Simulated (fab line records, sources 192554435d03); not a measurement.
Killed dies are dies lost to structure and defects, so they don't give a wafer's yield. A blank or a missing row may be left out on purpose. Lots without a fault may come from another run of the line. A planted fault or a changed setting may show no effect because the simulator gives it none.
fab line records | flow n5_finfet
record lots=24 wafers=72 last_day=22
route steps=1938 shown BEOL_M15@1807 MIM_TOP_LITHO@1849 TV_OPEN@1889 PASSIVATION@1908
lots that met no fault: from a run of the same line without faults
start_h: hours from the record's first day to the start of the lot's first wafer shown | wait_h: hours since the lot's step before | " the same as in the row above | L1.1+2: a row that stands for several wafers | - no value, or no start given | * or withheld: withheld | < > ~ a bound
route shown NAME@n: a module of which the file shows steps, and the number in the route of the first | usual: mean/standard deviation of fault-free wafers | same: alike in all rows | chamber/n: place in a boat | sites: the reading at each site | _std_site: their standard deviation | _edge_site: outer sites' mean less inner sites' | radius_mm: how far each site lies from the wafer's centre | mask NAME#n: copy n | behind: the tool/chamber that last shaped the wafer | hold: why the lot was held/for how many hours/how that ended | device: the transistor (n, p or np) that didn't switch | end of line: the same wafers' tests at the end of the route | a step without rows: its recipe alone | killed: dies lost to structure and defects at the first sort, not the wafer's yield | map: a wafer's dies, x killed, . not, _ none there
set.NAME: the setting as run; set.NAME@STEP: as run at that earlier step | model.NAME: the simulator's own value behind a step, which no gauge read
steps of the route over a sample of lots; a table a step, a row a wafer
services: from which hour (start_h, from the record's first day; less than 0 if before it) a tool's chamber was out of use, for how many hours, and why
## steps
# step N5_BEOL_M15_DESCUM_33
# recipe chemistry=O2 time_s=7.9 source_power_w=50 bias_power_w=20 pressure_mtorr=20 rf_frequency_hz=2.712e+07 temp_c=40 o2_flow_sccm=225
# usual drypump_motor_current_A=5.9/0.36 oes_product_au=0.80/0.061 rf_vpp_V=243.0/1.3 showerhead_plenum_p_Torr=2.09/0.066 throttle_valve_pct=20.41/0.23
# columns lot.wafer tool chamber start_h wait_h drypump_motor_current_A oes_product_au rf_hours_counter_h rf_vpp_V showerhead_plenum_p_Torr throttle_valve_pct
L074.1 rie_diel-01 0 275.40 0.2 5.4 0.88 39 244.4 2.04 20.41
L074.3 " 2 " " 5.7 0.79 96 243.3 2.11 20.66
L074.5 " 0 " " 5.4 0.88 - 241.8 2.04 20.41
L075.2 rie_diel-03 3 295.82 0.0 6.2 0.78 126 241.8 2.01 20.24
L075.4 " 2 " " 5.9 0.80 - 243.1 2.11 20.39
L075.5 " 0 " " 6.0 0.83 - 241.1 2.05 20.65
L077.1 rie_diel-06 0 310.52 0.0 6.5 0.74 179 244.5 2.18 20.47
L077.4 " 0 " " 6.5 0.74 - 244.2 2.18 20.45
L077.6 " 2 " " 5.5 0.76 - 243.1 2.10 20.41
L076.4 rie_diel-03 3 314.86 0.0 6.2 0.78 - 242.3 2.00 20.25
L076.5 " 0 " " 6.0 0.82 - 242.7 2.04 20.65
L076.6 " 2 " " 5.9 0.79 - 243.7 2.11 20.41
L078.4 rie_diel-03 0 322.29 0.0 6.0 0.82 82 242.6 2.04 20.67
L078.5 " 3 " " 6.2 0.77 - 242.1 2.00 20.26
L078.6 " 0 " " 6.0 0.82 - 241.4 2.04 20.67
L079.1 rie_diel-03 2 327.42 0.0 5.9 0.79 96 243.0 2.11 20.42
L079.3 " 3 " " 6.2 0.78 139 240.9 2.00 20.26
L079.4 " 1 " " 5.2 0.98 2 244.6 2.14 19.92
L080.3 rie_diel-03 3 339.94 0.0 6.2 0.76 143 242.4 2.00 20.26
L080.4 " 1 " " 5.2 0.95 6 244.4 2.14 19.90
L080.5 " 2 " " 5.8 0.78 - 244.1 2.11 20.42
L081.1 rie_diel-06 3 372.48 0.2 5.8 0.91 12 244.3 2.23 19.94
L081.2 " 1 " " 6.3 0.87 54 241.2 2.04 20.49
L081.4 " 0 " " 6.5 0.73 192 243.0 2.17 20.49
L083.2 rie_diel-01 3 399.29 0.1 6.1 0.83 85 243.6 2.12 20.39
L083.3 " 1 " " 5.6 0.89 34 246.7 2.22 20.42
L083.4 " 2 " " 5.7 0.77 124 242.4 2.10 20.72
L084.4 rie_diel-01 2 403.00 0.0 5.7 0.78 125 242.2 2.10 20.72
L084.5 " 2 " " 5.7 0.77 - 245.0 2.10 20.72
L084.6 " 3 " " 6.1 0.83 - 242.9 2.12 20.37
L085.1 rie_diel-06 3 418.93 0.1 5.8 0.90 21 247.0 2.22 19.95
L085.2 " 0 " " 6.5 0.72 201 244.0 2.17 20.52
L085.6 " 1 " " 6.3 0.86 - 242.1 2.04 20.50
L086.3 rie_diel-06 2 420.64 0.5 5.5 0.74 165 243.0 2.09 20.43
L086.5 " 1 " " 6.3 0.85 - 242.1 2.04 20.51
L086.6 " 0 " " 6.5 0.72 - 245.4 2.17 20.51
L090.3 rie_diel-03 0 430.34 0.0 6.0 0.79 109 241.9 2.03 20.71
L090.5 " 2 " " 5.9 0.77 - 243.2 2.10 20.44
L090.6 " 3 " " 6.2 0.74 - 241.3 2.00 20.30
L087.2 rie_diel-06 2 437.46 0.0 5.5 0.75 170 243.2 2.09 20.44
L087.4 " 0 " " 6.5 0.72 207 245.2 2.17 20.51
L087.6 " 3 " " 5.8 0.89 - 245.7 2.22 19.95
L088.2 rie_diel-03 1 445.68 0.4 5.1 0.89 31 243.3 2.13 19.93
L088.5 " 0 " " 6.0 0.78 - 242.3 2.03 20.71
L088.6 " 1 " " 5.2 0.89 - 243.8 2.13 19.95
L095.4 rie_diel-01 1 459.98 0.0 5.6 0.86 52 244.5 2.22 20.44
L095.5 " 1 " " 5.6 0.85 - 244.7 2.22 20.43
L095.6 " 0 " " 5.4 0.81 - 241.2 2.03 20.47
L097.3 rie_diel-03 2 464.97 0.0 5.8 0.75 127 243.3 2.10 20.46
L097.4 " 1 " " 5.2 0.90 34 244.8 2.13 19.95
L097.5 " 3 " " 6.2 0.74 - 240.7 1.99 20.31
L091.1 rie_diel-01 3 467.93 0.0 6.1 0.81 106 244.1 2.11 20.39
L091.2 " 2 " " 5.7 0.75 147 242.9 2.10 20.74
L091.3 " 0 " " 5.4 0.81 86 241.3 2.03 20.49
L092.1 rie_diel-03 1 475.77 0.0 5.2 0.88 38 243.2 2.13 19.95
L092.2 " 0 " " 6.0 0.78 120 241.3 2.03 20.72
L092.5 " 0 " " 6.0 0.78 - 242.1 2.03 20.71
L089.1 rie_diel-03 3 485.04 0.0 6.2 0.74 181 242.2 1.99 20.33
L089.2 " 0 " " 6.0 0.78 124 243.5 2.03 20.74
L089.3 " 1 " " 5.2 0.88 41 242.6 2.13 19.95
L094.1 rie_diel-03 2 490.99 0.0 5.9 0.75 136 243.2 2.10 20.47
L094.5 " 0 " " 6.0 0.77 - 242.5 2.03 20.73
L094.6 " 3 " " 6.1 0.73 - 242.4 1.99 20.32
L096.3 rie_diel-06 2 493.97 0.1 5.5 0.74 188 243.0 2.08 20.48
L096.4 " 0 " " 6.5 0.71 224 244.8 2.16 20.54
L096.6 " 2 " " 5.5 0.73 - 241.7 2.08 20.47
L082.1 rie_diel-03 2 496.50 0.1 5.9 0.75 138 243.0 2.09 20.49
L082.3 " 0 " " 6.0 0.77 127 241.7 2.03 20.75
L082.6 " 1 " " 5.2 0.87 - 243.0 2.13 19.97
L093.1 rie_diel-01 2 497.51 0.0 5.7 0.74 156 243.1 2.09 20.77
L093.4 " 0 " " 5.4 0.79 96 242.3 2.02 20.50
L093.5 " 3 " " 6.1 0.79 - 242.7 2.11 20.41
# step N5_BEOL_M15_THK_MEAS_50
# recipe thk_meas_gauge=xrf reads=Cu_of_BEOL_M15_ECD_47
# usual M15_THK=833/12
# columns lot.wafer tool chamber start_h wait_h M15_THK[nm]
L074.1 film_metro-01 - 279.25 - 856
L074.3 " - " " 844
L074.5 " - " " 852
L075.2 film_metro-01 - 298.39 - 837
L075.4 " - " " 842
L075.5 " - " " 842
L077.1 film_metro-01 - 313.10 - 836
L077.4 " - " " 831
L077.6 " - " " 844
L076.4 film_metro-01 - 319.15 - 825
L076.5 " - " " 823
L076.6 " - " " 832
L078.4 film_metro-01 - 324.72 - 833
L078.5 " - " " 818
L078.6 " - " " 826
L079.1 film_metro-02 - 332.57 - 846
L079.3 " - " " 838
L079.4 " - " " 837
L080.3 film_metro-02 - 343.77 - 828
L080.4 " - " " 837
L080.5 " - " " 849
L081.1 film_metro-02 - 374.75 - 849
L081.2 " - " " 846
L081.4 " - " " 825
L083.2 film_metro-02 - 406.79 - 851
L083.3 " - " " 835
L083.4 " - " " 835
L084.4 film_metro-02 - 407.06 - 845
L084.5 " - " " 844
L084.6 " - " " 866
L085.1 film_metro-02 - 420.78 - 845
L085.2 " - " " 809
L085.6 " - " " 828
L086.3 film_metro-01 - 423.14 - 818
L086.5 " - " " 825
L086.6 " - " " 807
L090.3 film_metro-01 - 436.13 - 828
L090.5 " - " " 832
L090.6 " - " " 820
L087.2 film_metro-01 - 442.17 - 829
L087.4 " - " " 808
L087.6 " - " " 828
L088.2 film_metro-02 - 450.90 - 832
L088.5 " - " " 834
L088.6 " - " " 834
L095.4 film_metro-01 - 462.64 - 838
L095.5 " - " " 836
L095.6 " - " " 842
L097.3 film_metro-01 - 467.71 - 832
L097.4 " - " " 839
L097.5 " - " " 814
L091.1 film_metro-02 - 470.80 - 836
L091.2 " - " " 818
L091.3 " - " " 825
L092.1 film_metro-02 - 478.87 - 832
L092.2 " - " " 842
L092.5 " - " " 836
L089.1 film_metro-01 - 490.80 - 812
L089.2 " - " " 823
L089.3 " - " " 819
L094.1 film_metro-02 - 494.40 - 815
L094.5 " - " " 819
L094.6 " - " " 809
L096.3 film_metro-02 - 497.06 - 821
L096.4 " - " " 807
L096.6 " - " " 812
L082.1 film_metro-02 - 499.94 - 833
L082.3 " - " " 841
L082.6 " - " " 841
L093.1 film_metro-02 - 505.72 - 829
L093.4 " - " " 841
L093.5 " - " " 855
# step N5_BEOL_M15_DEP_53
# recipe material=SiCN target_thk_a=500 temp_c=withheld precursor=3MS/NH3 pressure_torr=3 rf_w=675 time_s=17.8
# usual showerhead_plenum_p_Torr=4.155/0.018 showerhead_vpp_V=1587/64 throttle_valve_pct=17.9/0.69
# columns lot.wafer tool chamber start_h wait_h showerhead_plenum_p_Torr showerhead_vpp_V throttle_valve_pct
L074.1 pecvd-01 2 279.31 0.0 4.165 1506 16.8
L074.3 " 0 " " 4.157 1629 19.3
L074.5 " 2 " " 4.172 1510 16.9
L075.2 pecvd-02 2 298.46 0.0 4.136 1678 17.9
L075.4 " 1 " " 4.164 1483 17.5
L075.5 " 2 " " 4.154 1673 17.6
L077.1 pecvd-02 1 313.16 0.0 4.163 1510 18.1
L077.4 " 1 " " 4.157 1505 17.6
L077.6 " 2 " " 4.139 1702 17.7
L076.4 pecvd-02 0 319.23 0.0 4.150 1661 18.6
L076.5 " 2 " " 4.134 1708 17.7
L076.6 " 1 " " 4.156 1550 17.6
L078.4 pecvd-02 0 324.79 0.0 4.165 1640 18.4
L078.5 " 1 " " 4.157 1537 17.6
L078.6 " 2 " " 4.132 1668 17.7
L079.1 pecvd-01 2 332.65 0.0 4.169 1532 16.9
L079.3 " 1 " " 4.190 1512 17.9
L079.4 " 2 " " 4.160 1507 16.9
L080.3 pecvd-02 0 343.86 0.0 4.166 1684 18.7
L080.4 " 1 " " 4.160 1530 17.5
L080.5 " 0 " " 4.154 1661 18.3
L081.1 pecvd-04 2 374.81 0.0 4.141 1593 18.3
L081.2 " 0 " " 4.118 1541 18.3
L081.4 " 2 " " 4.150 1588 18.5
L083.2 pecvd-04 1 406.85 0.0 4.168 1547 17.6
L083.3 " 0 " " 4.114 1581 18.3
L083.4 " 0 " " 4.128 1576 18.7
L084.4 pecvd-02 1 407.14 0.0 4.153 1509 17.6
L084.5 " 2 " " 4.136 1698 18.0
L084.6 " 0 " " 4.172 1666 18.5
L085.1 pecvd-04 2 420.84 0.0 4.147 1563 18.4
L085.2 " 1 " " 4.175 1537 17.6
L085.6 " 1 " " 4.185 1520 17.4
L086.3 pecvd-04 0 423.20 0.0 4.129 1570 18.4
L086.5 " 1 " " 4.177 1555 17.4
L086.6 " 0 " " 4.129 1576 18.5
L090.3 pecvd-04 2 436.21 0.0 4.150 1607 18.7
L090.5 " 2 " " 4.142 1612 18.6
L090.6 " 1 " " 4.182 1516 17.4
L087.2 pecvd-02 1 442.24 0.0 4.152 1526 17.7
L087.4 " 1 " " 4.152 1552 17.6
L087.6 " 0 " " 4.174 1654 18.5
L088.2 pecvd-02 2 450.96 0.0 4.142 1691 18.0
L088.5 " 1 " " 4.156 1496 17.5
L088.6 " 2 " " 4.137 1676 18.1
L095.4 pecvd-02 0 462.71 0.0 4.162 1652 18.5
L095.5 " 2 " " 4.134 1662 18.1
L095.6 " 1 " " 4.154 1516 17.5
L097.3 pecvd-02 2 467.77 0.0 4.161 1681 18.2
L097.4 " 2 " " 4.138 1690 18.3
L097.5 " 1 " " 4.156 1508 17.6
L091.1 pecvd-01 2 470.87 0.0 4.162 1518 17.2
L091.2 " 1 " " 4.186 1569 18.1
L091.3 " 1 " " 4.194 1512 17.9
L092.1 pecvd-02 1 478.93 0.0 4.149 1529 17.4
L092.2 " 2 " " 4.149 1686 17.9
L092.5 " 1 " " 4.153 1537 18.0
L089.1 pecvd-04 2 490.86 0.0 4.141 1629 18.7
L089.2 " 1 " " 4.169 1542 16.1
L089.3 " 0 " " 4.140 1596 18.6
L094.1 pecvd-02 0 494.46 0.0 4.173 1641 18.3
L094.5 " 0 " " 4.171 1643 18.5
L094.6 " 2 " " 4.141 1673 17.9
L096.3 pecvd-04 0 497.12 0.0 4.132 1555 18.4
L096.4 " 1 " " 4.170 1528 16.0
L096.6 " 2 " " 4.152 1554 18.6
L082.1 pecvd-04 0 500.00 0.0 4.126 1579 18.5
L082.3 " 1 " " 4.179 1526 16.0
L082.6 " 0 " " 4.139 1576 18.5
L093.1 pecvd-04 0 505.78 0.0 4.126 1583 18.4
L093.4 " 0 " " 4.129 1555 18.6
L093.5 " 2 " " 4.145 1565 18.6
# step N5_MIM_TOP_LITHO_INSPECT_12
# recipe mode=adi inspect_instrument=macro
# usual raw_defect_count=2.1/1.2
# columns lot.wafer tool chamber start_h wait_h raw_defect_count
L074.1 defect_inspect-01 - 281.69 0.0 3
L074.3 " - " " 4
L074.5 " - " " 4
L075.2 defect_inspect-01 - 302.40 0.0 1
L075.4 " - " " 0
L075.5 " - " " 1
L077.1 defect_inspect-02 - 317.76 0.0 2
L077.4 " - " " 4
L077.6 " - " " 3
L076.4 defect_inspect-02 - 324.82 0.0 1
L076.5 " - " " 1
L076.6 " - " " 1
L078.4 defect_inspect-02 - 327.71 0.0 1
L078.5 " - " " 5
L078.6 " - " " 3
L079.1 defect_inspect-01 - 338.99 0.0 0
L079.3 " - " " 1
L079.4 " - " " 2
L080.3 defect_inspect-01 - 347.14 0.0 1
L080.4 " - " " 2
L080.5 " - " " 3
L081.1 defect_inspect-01 - 379.46 0.0 1
L081.2 " - " " 1
L081.4 " - " " 1
L083.2 defect_inspect-02 - 410.55 0.0 2
L083.3 " - " " 3
L083.4 " - " " 3
L084.4 defect_inspect-02 - 410.71 0.0 3
L084.5 " - " " 2
L084.6 " - " " 4
L085.1 defect_inspect-01 - 425.41 0.0 4
L085.2 " - " " 2
L085.6 " - " " 1
L086.3 defect_inspect-02 - 426.52 0.0 0
L086.5 " - " " 2
L086.6 " - " " 1
L090.3 defect_inspect-01 - 440.98 0.0 1
L090.5 " - " " 1
L090.6 " - " " 1
L087.2 defect_inspect-02 - 454.19 0.0 2
L087.4 " - " " 4
L087.6 " - " " 1
L088.2 defect_inspect-01 - 454.23 0.0 2
L088.5 " - " " 3
L088.6 " - " " 3
L095.4 defect_inspect-02 - 465.65 0.0 2
L095.5 " - " " 2
L095.6 " - " " 1
L097.3 defect_inspect-01 - 472.16 0.0 1
L097.4 " - " " 0
L097.5 " - " " 0
L091.1 defect_inspect-01 - 474.87 0.0 3
L091.2 " - " " 3
L091.3 " - " " 1
L092.1 defect_inspect-01 - 485.01 0.1 4
L092.2 " - " " 3
L092.5 " - " " 3
L089.1 defect_inspect-01 - 493.83 0.0 3
L089.2 " - " " 2
L089.3 " - " " 4
L094.1 defect_inspect-01 - 499.02 0.1 2
L094.5 " - " " 2
L094.6 " - " " 3
L096.3 defect_inspect-01 - 501.28 0.0 1
L096.4 " - " " 4
L096.6 " - " " 2
L082.1 defect_inspect-02 - 504.82 0.0 1
L082.3 " - " " 2
L082.6 " - " " 1
L093.1 defect_inspect-01 - 511.58 0.0 2
L093.4 " - " " 3
L093.5 " - " " 4
# step N5_PASSIVATION_STRIP_14
# recipe chemistry=O2 power_w=600 temp_c=60 pressure_mtorr=30 rf_frequency_hz=6e+07 bias_power_w=0 overash_fraction=0.5 o2_flow_sccm=225
# usual drypump_motor_current_A=5.8/0.36 oes_product_au=0.80/0.067 rf_vpp_V=3.5/0.86 showerhead_plenum_p_Torr=2.10/0.073 throttle_valve_pct=16.65/0.21
# columns lot.wafer tool chamber start_h wait_h drypump_motor_current_A oes_product_au rf_hours_counter_h rf_vpp_V showerhead_plenum_p_Torr throttle_valve_pct
L074.1 rie_diel-06 0 286.35 0.1 6.5 0.74 174 4.5 2.18 16.71
L074.3 " 3 " " 5.8 0.67 259 4.2 1.97 16.60
L074.5 " 2 " " 5.5 0.76 - 2.8 2.11 16.61
L075.2 rie_diel-01 3 307.26 0.1 6.0 0.85 65 2.4 2.13 16.54
L075.4 " 1 " " 5.6 0.93 14 3.7 2.23 16.58
L075.5 " 2 " " 5.7 0.79 - 2.4 2.11 16.90
L077.1 rie_diel-03 0 322.99 0.1 6.0 0.81 82 3.2 2.05 16.88
L077.4 " 3 " " 6.1 0.78 138 2.4 2.01 16.56
L077.6 " 0 " " 6.0 0.82 - 3.3 2.05 16.86
L078.4 rie_diel-01 0 331.04 0.1 5.4 0.87 51 3.9 2.04 16.63
L078.5 " 0 " " 5.4 0.86 - 3.2 2.04 16.65
L078.6 " 1 " " 5.7 0.90 - 2.7 2.23 16.59
L076.4 rie_diel-06 3 331.37 0.1 5.8 0.96 4 4.8 2.23 16.17
L076.5 " 3 " " 5.8 0.96 - 2.0 2.23 16.15
L076.6 " 0 " " 6.5 0.72 - 4.6 2.18 16.71
L079.1 rie_diel-01 1 342.67 0.1 5.6 0.91 22 2.0 2.23 16.57
L079.3 " 3 " " 6.1 0.86 72 3.8 2.13 16.58
L079.4 " 2 " " 5.7 0.78 111 2.6 2.11 16.91
L080.3 rie_diel-06 0 350.48 0.1 6.5 0.72 188 3.6 2.18 16.75
L080.4 " 2 " " 5.5 0.77 150 3.5 2.10 16.65
L080.5 " 2 " " 5.5 0.78 - 3.0 2.10 16.70
L081.1 rie_diel-01 1 382.35 0.1 5.6 0.90 30 4.6 2.23 16.57
L081.2 " 3 " " 6.0 0.83 80 3.2 2.12 16.60
L081.4 " 0 " " 5.4 0.82 62 3.9 2.04 16.65
L083.2 rie_diel-06 2 415.00 0.1 5.5 0.74 163 2.6 2.10 16.68
L083.3 " 1 " " 6.3 0.86 61 4.6 2.04 16.70
L083.4 " 3 " " 5.8 0.91 20 2.4 2.23 16.21
L084.4 rie_diel-01 2 415.16 0.1 5.7 0.77 129 5.1 2.11 16.93
L084.5 " 2 " " 5.7 0.77 - 3.9 2.11 16.98
L084.6 " 3 " " 6.1 0.81 - 3.8 2.12 16.58
L085.1 rie_diel-03 2 428.28 0.1 5.9 0.75 118 4.1 2.10 16.72
L085.2 " 3 " " 6.1 0.76 165 3.1 2.00 16.55
L085.6 " 2 " " 5.9 0.75 - 3.4 2.10 16.71
L086.3 rie_diel-01 3 431.61 0.1 6.0 0.82 94 5.0 2.12 16.63
L086.5 " 1 " " 5.7 0.86 - 4.3 2.22 16.64
L086.6 " 0 " " 5.4 0.82 - 4.4 2.04 16.67
L090.3 rie_diel-03 0 445.55 0.1 6.0 0.79 113 3.0 2.04 16.91
L090.5 " 2 " " 5.9 0.76 - 3.2 2.10 16.68
L090.6 " 1 " " 5.2 0.90 - 3.2 2.14 16.20
L087.2 rie_diel-01 0 461.57 0.1 5.4 0.82 84 2.5 2.03 16.71
L087.4 " 1 " " 5.6 0.86 53 4.0 2.22 16.66
L087.6 " 3 " " 6.0 0.81 - 3.8 2.12 16.60
L088.2 rie_diel-03 2 461.88 0.1 5.9 0.76 126 2.6 2.10 16.67
L088.5 " 0 " " 6.0 0.79 - 4.1 2.03 16.90
L088.6 " 3 " " 6.2 0.73 - 2.7 2.00 16.60
L095.4 rie_diel-06 2 469.07 0.1 5.5 0.74 179 3.6 2.09 16.71
L095.5 " 1 " " 6.3 0.85 - 3.3 2.04 16.74
L095.6 " 2 " " 5.5 0.73 - 4.2 2.09 16.72
L097.3 rie_diel-03 1 477.17 0.1 5.2 0.89 38 2.4 2.13 16.20
L097.4 " 2 " " 5.8 0.75 131 3.7 2.10 16.71
L097.5 " 0 " " 6.0 0.78 - 3.4 2.03 16.94
L091.1 rie_diel-03 0 478.99 0.1 6.0 0.78 122 2.4 2.03 16.97
L091.2 " 1 " " 5.2 0.88 39 3.2 2.13 16.23
L091.3 " 3 " " 6.2 0.74 179 2.6 1.99 16.61
L092.1 rie_diel-06 3 489.73 0.1 5.8 0.86 42 3.4 2.22 16.20
L092.2 " 0 " " 6.5 0.71 222 3.3 2.16 16.80
L092.5 " 2 " " 5.5 0.72 - 3.2 2.09 16.71
L089.1 rie_diel-06 2 498.58 0.1 5.5 0.72 190 3.1 2.09 16.73
L089.2 " 1 " " 6.3 0.83 88 2.4 2.03 16.78
L089.3 " 3 " " 5.8 0.85 46 4.1 2.22 16.21
L094.1 rie_diel-03 2 501.94 0.1 5.9 0.75 140 3.0 2.10 16.74
L094.5 " 3 " " 6.2 0.74 - 3.7 1.99 16.62
L094.6 " 2 " " 5.8 0.75 - 4.8 2.10 16.72
L096.3 rie_diel-03 3 504.65 0.1 6.2 0.74 187 4.1 1.99 16.62
L096.4 " 2 " " 5.9 0.75 141 2.3 2.10 16.74
L096.6 " 3 " " 6.1 0.74 - 3.2 1.99 16.63
L082.1 rie_diel-06 0 510.17 0.1 6.5 0.69 229 4.4 2.16 16.82
L082.3 " 1 " " 6.3 0.83 92 1.9 2.03 16.75
L082.6 " 2 " " 5.5 0.73 - 3.2 2.09 16.74
L093.1 rie_diel-01 2 515.89 0.1 5.7 0.75 163 1.9 2.09 17.02
L093.4 " 1 " " 5.6 0.85 - 4.0 2.21 16.66
L093.5 " 2 " " 5.6 0.72 - 2.8 2.09 17.02
# step N5_PASSIVATION_DESCUM_32
# recipe chemistry=O2 time_s=7.9 source_power_w=50 bias_power_w=20 pressure_mtorr=20 rf_frequency_hz=2.712e+07 temp_c=40 o2_flow_sccm=225
# usual drypump_motor_current_A=5.6/0.42 oes_product_au=0.82/0.067 rf_vpp_V=243.4/1.3 showerhead_plenum_p_Torr=2.11/0.073 throttle_valve_pct=20.43/0.16
# columns lot.wafer tool chamber start_h wait_h drypump_motor_current_A oes_product_au rf_hours_counter_h rf_vpp_V showerhead_plenum_p_Torr throttle_valve_pct
L074.1 rie_diel-04 3 287.46 0.0 5.1 0.94 18 244.3 2.14 20.33
L074.3 " 1 " " 5.6 0.83 79 240.8 2.03 20.61
L074.5 " 0 " " 6.1 0.89 - 245.6 2.22 20.29
L075.2 rie_diel-05 2 308.35 0.0 5.8 0.95 4 242.5 2.14 20.41
L075.4 " 0 " " 6.3 0.86 55 242.5 2.12 20.41
L075.5 " 1 " " 5.4 0.88 - 245.6 2.23 20.22
L077.1 rie_diel-02 1 324.27 0.0 5.8 0.71 212 245.9 2.16 20.51
L077.4 " 3 " " 5.6 0.74 193 240.5 1.99 20.68
L077.6 " 2 " " 5.7 0.76 - 244.5 2.18 20.56
L078.4 rie_diel-02 1 332.23 0.0 5.7 0.70 215 243.0 2.16 20.50
L078.5 " 0 " " 5.6 0.67 - 241.1 1.98 20.45
L078.6 " 1 " " 5.7 0.70 - 244.5 2.16 20.50
L076.4 rie_diel-04 1 332.60 0.0 5.6 0.83 92 242.2 2.02 20.63
L076.5 " 2 " " 5.2 0.96 - 242.4 2.05 20.10
L076.6 " 1 " " 5.6 0.83 - 241.8 2.02 20.62
L079.1 rie_diel-04 1 344.27 0.1 5.6 0.83 96 242.4 2.02 20.63
L079.3 " 0 " " 6.1 0.88 56 245.3 2.21 20.31
L079.4 " 3 " " 5.1 0.92 36 243.5 2.14 20.35
L080.3 rie_diel-05 3 353.29 0.1 6.5 0.67 242 244.0 2.15 20.67
L080.4 " 1 " " 5.4 0.87 49 244.6 2.22 20.24
L080.5 " 3 " " 6.6 0.66 - 242.9 2.15 20.66
L081.1 rie_diel-02 3 383.44 0.0 5.6 0.72 211 241.0 1.99 20.72
L081.2 " 1 " " 5.7 0.68 232 245.6 2.15 20.52
L081.4 " 3 " " 5.6 0.72 - 241.7 1.99 20.72
L083.2 rie_diel-04 2 416.28 0.1 5.2 0.89 33 243.8 2.04 20.16
L083.3 " 1 " " 5.6 0.81 120 242.4 2.01 20.69
L083.4 " 3 " " 5.1 0.87 - 240.9 2.13 20.39
L084.4 rie_diel-05 0 416.64 0.1 6.4 0.81 - 242.1 2.12 20.46
L084.5 " 2 " " 5.8 0.87 - 245.8 2.13 20.48
L084.6 " 1 " " 5.4 0.84 - 245.3 2.22 20.28
L085.1 rie_diel-02 3 430.07 0.0 5.6 0.70 227 240.5 1.98 20.74
L085.2 " 2 " " 5.7 0.73 181 244.4 2.16 20.62
L085.6 " 0 " " 5.6 0.93 - 246.5 2.23 20.10
L086.3 rie_diel-05 1 433.65 0.0 5.4 0.83 76 244.9 2.21 20.28
L086.5 " 1 " " 5.4 0.83 - 244.7 2.21 20.28
L086.6 " 0 " " 6.3 0.81 - 243.6 2.11 20.47
L090.3 rie_diel-04 0 446.78 0.0 6.1 0.83 84 244.2 2.20 20.35
L090.5 " 2 " " 5.2 0.87 - 241.8 2.03 20.16
L090.6 " 3 " " 5.1 0.87 - 245.6 2.13 20.40
L087.2 rie_diel-04 2 462.61 0.0 5.1 0.85 48 241.8 2.03 20.16
L087.4 " 3 " " 5.1 0.85 73 243.0 2.12 20.40
L087.6 " 2 " " 5.1 0.86 - 241.9 2.03 20.16
L088.2 rie_diel-04 2 463.63 0.0 5.2 0.86 49 243.0 2.03 20.18
L088.5 " 2 " " 5.2 0.86 - 244.0 2.03 20.18
L088.6 " 3 " " 5.1 0.86 - 243.6 2.12 20.40
L095.4 rie_diel-04 3 470.60 0.0 5.1 0.85 77 243.0 2.12 20.40
L095.5 " 3 " " 5.2 0.85 - 243.7 2.12 20.43
L095.6 " 2 " " 5.1 0.85 - 241.7 2.03 20.18
L097.3 rie_diel-04 3 479.04 0.0 5.1 0.85 80 243.9 2.12 20.42
L097.4 " 0 " " 6.1 0.83 94 245.4 2.20 20.37
L097.5 " 2 " " 5.2 0.85 - 240.3 2.03 20.19
L091.1 rie_diel-05 2 480.74 0.0 5.8 0.85 57 243.6 2.12 20.48
L091.2 " 0 " " 6.3 0.79 99 243.7 2.11 20.48
L091.3 " 1 " " 5.4 0.81 91 245.1 2.21 20.30
L092.1 rie_diel-05 2 493.29 0.4 5.8 0.83 62 243.8 2.12 20.49
L092.2 " 1 " " 5.4 0.80 97 244.3 2.20 20.31
L092.5 " 0 " " 6.3 0.78 - 241.9 2.11 20.50
L089.1 rie_diel-05 2 500.25 0.0 5.7 0.84 65 243.1 2.12 20.50
L089.2 " 1 " " 5.4 0.81 100 244.5 2.20 20.30
L089.3 " 0 " " 6.3 0.79 107 243.2 2.11 20.49
L094.1 rie_diel-04 2 504.01 0.0 5.2 0.83 66 242.7 2.03 20.20
L094.5 " 3 " " 5.1 0.82 - 243.9 2.12 20.44
L094.6 " 2 " " 5.2 0.83 - 243.3 2.02 20.20
L096.3 rie_diel-04 0 506.28 0.0 6.1 0.81 105 244.7 2.19 20.40
L096.4 " 1 " " 5.6 0.77 152 240.8 2.00 20.71
L096.6 " 0 " " 6.1 0.81 - 244.0 2.19 20.40
L082.1 rie_diel-05 0 511.80 0.0 6.3 0.78 112 243.7 2.10 20.50
L082.3 " 1 " " 5.4 0.80 105 243.6 2.20 20.33
L082.6 " 1 " " 5.4 0.81 - 243.5 2.20 20.33
L093.1 rie_diel-05 0 517.33 0.1 6.3 0.78 115 243.3 2.10 20.51
L093.4 " 2 " " 5.7 0.82 73 244.3 2.12 20.51
L093.5 " 2 " " 5.7 0.82 - 242.8 2.12 20.50
## services
# columns tool chamber start_h hours kind
rie_diel-01 2 254.21 11.8 repair
rie_diel-06 3 270.58 2.7 repair
pecvd-02 0 274.67 30.8 repair
rie_diel-03 1 291.71 - clean
rie_diel-01 0 323.77 1.3 repair
pecvd-01 0 331.19 20.5 repair
rie_diel-05 1 333.99 5.9 repair
rie_diel-02 3 335.79 4.6 repair
pecvd-02 2 337.97 16.0 repair
pecvd-04 - 343.78 0.7 repair
pecvd-02 2 355.96 3.8 repair
pecvd-01 - 367.97 1.2 repair
rie_diel-04 3 382.33 7.4 repair
rie_diel-04 0 393.93 4.7 repair
rie_diel-04 0 401.55 15.5 repair
pecvd-01 - 402.06 1.0 repair
pecvd-04 1 411.59 7.1 repair
rie_diel-02 0 421.32 2.2 repair
rie_diel-01 - 424.75 0.6 repair
pecvd-01 - 432.73 5.5 pm
rie_diel-02 0 466.35 8.4 repair
rie_diel-05 3 471.18 44.2 repair
pecvd-02 1 486.54 5.2 repair
rie_diel-01 1 505.72 8.0 repair
## key
fault none
